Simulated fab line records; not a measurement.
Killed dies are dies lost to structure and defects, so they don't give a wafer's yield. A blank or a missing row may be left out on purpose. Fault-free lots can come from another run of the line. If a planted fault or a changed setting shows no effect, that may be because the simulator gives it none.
Which tool did it? ; flow n5 finfet ; 10 lots (30 wafers sampled), 1 step of a 1938-step route

WHAT EACH GAUGE READ, for each wafer
N5_BEOL_M4_RC_MEAS_101. Usual: DIBL_N 37.1 mV/V, standard deviation 1.8; DIBL_P 37.2 mV/V, standard deviation 2.1; IOFF_N 0.17 nA/um, standard deviation 0.033; IOFF_P 0.22 nA/um, standard deviation 0.037; ION_N 680 uA/um, standard deviation 11; ION_P 464 uA/um, standard deviation 7.7; SS_N 71.7 mV/dec, standard deviation 0.63; SS_P 73.6 mV/dec, standard deviation 0.67; VT_N 248.9 mV, standard deviation 2.9; VT_P -251 mV, standard deviation 3.6.
lot;measured;on;DIBL_N (mV/V);DIBL_P (mV/V);IOFF_N (nA/um);IOFF_P (nA/um);ION_N (uA/um);ION_P (uA/um);SS_N (mV/dec);SS_P (mV/dec);VT_N (mV);VT_P (mV);flag
L257;day 9 01:41;prober-02;37.2 34.4 36.1;37.9 34.7 36.9;0.19 0.15 0.16;0.27 0.20 0.24;674 675 679;466 464 473;71.7 72.2 72.1;73.9 72.8 74.3;244.5 250.0 250.0;-245 -248 -245;
L260;day 9 10:14;prober-02;36.0 37.9 35.0;36.5 39.2 35.4;0.17 0.21 0.15;0.24 0.29 0.21;691 684 684;468 471 469;71.0 71.7 70.8;73.2 74.4 73.2;248.1 245.2 249.1;-247 -246 -249;
L265;day 10 19:17;prober-01;35.6 38.3 34.8;35.8 37.0 34.9;0.15 0.19 0.14;0.20 0.23 0.19;675 691 678;466 470 464;71.2 71.7 70.5;73.9 73.9 72.2;249.1 249.9 250.8;-251 -249 -254;
L266;day 10 19:43;prober-02;35.7 38.2 34.0;37.0 41.7 35.3;0.14 0.21 0.13;0.18 0.25 0.17;663 690 665;455 469 462;72.0 71.6 70.7;73.9 75.1 73.4;250.1 245.4 251.2;-254 -252 -255;
L267;day 11 00:59;prober-01;38.3 37.0 35.7;38.8 36.4 34.3;0.17 0.16 0.14;0.24 0.21 0.17;671 691 672;463 468 457;71.8 71.1 71.4;75.1 73.4 72.9;250.1 248.5 251.5;-246 -252 -251;
L268;day 11 19:04;prober-02;39.2 37.0 38.2;40.1 38.1 39.8;0.20 0.16 0.20;0.23 0.19 0.23;673 679 686;452 458 465;72.7 71.3 72.0;74.4 74.2 74.5;249.5 249.1 248.2;-252 -253 -250;
L271;day 12 17:54;prober-02;38.3 40.4 36.9;39.1 40.5 39.4;0.20 0.23 0.18;0.21 0.25 0.22;682 686 683;458 463 467;72.4 72.7 71.5;73.3 74.5 73.8;247.9 246.6 246.6;-251 -248 -250;
L276;day 14 01:49;prober-02;35.7 35.8 37.6;35.8 34.0 37.0;0.15 0.15 0.17;0.21 0.19 0.22;669 673 674;465 461 468;71.6 72.0 72.0;73.1 72.5 73.2;250.2 251.8 251.1;-251 -252 -249;
L278;day 14 10:52;prober-02;39.5 40.7 37.4;39.0 38.9 35.8;0.18 0.21 0.16;0.24 0.24 0.20;664 678 680;463 461 461;71.9 73.2 71.3;73.9 74.5 73.8;249.3 247.9 250.8;-248 -247 -250;
L279;day 14 13:47;prober-02;40.8 35.2 37.1;40.8 34.0 36.9;0.27 0.13 0.18;0.34 0.20 0.25;703 677 679;477 463 467;73.1 72.0 71.7;74.0 72.0 73.6;242.1 251.3 248.0;-241 -248 -244;

WHAT TOOL EACH LOT RAN ON (gives the tool, then ch and the chambers of the sampled wafers, and finally the start)
There is no process step in the record ahead of these readings.

AS READ BY THE TOOLS THEMSELVES (means over the sampled wafers that have a number; for cases with no such wafer, the mark the record gives instead)
The record holds no such reading with a usual standard deviation.

THE ANSWER, worked out from the rows above alone
Rule: a lot is off if the mean of its wafers that have a number lies more than 3 standard deviations from the usual mean. Also off: a lot with no number at a reading for which 4 or more lots have one. Where the step has rows for the other lots, those lots are counted as sound. First the gauges in route order, then the tools' own readings, where a lot's mean is used as printed above. At the first step where some lot is off, the reading lying furthest off is the one used; lots without a number count as furthest.
No lot is off at any reading shown: from this, nothing can be told.

WHAT THE SIMULATOR PUT IN
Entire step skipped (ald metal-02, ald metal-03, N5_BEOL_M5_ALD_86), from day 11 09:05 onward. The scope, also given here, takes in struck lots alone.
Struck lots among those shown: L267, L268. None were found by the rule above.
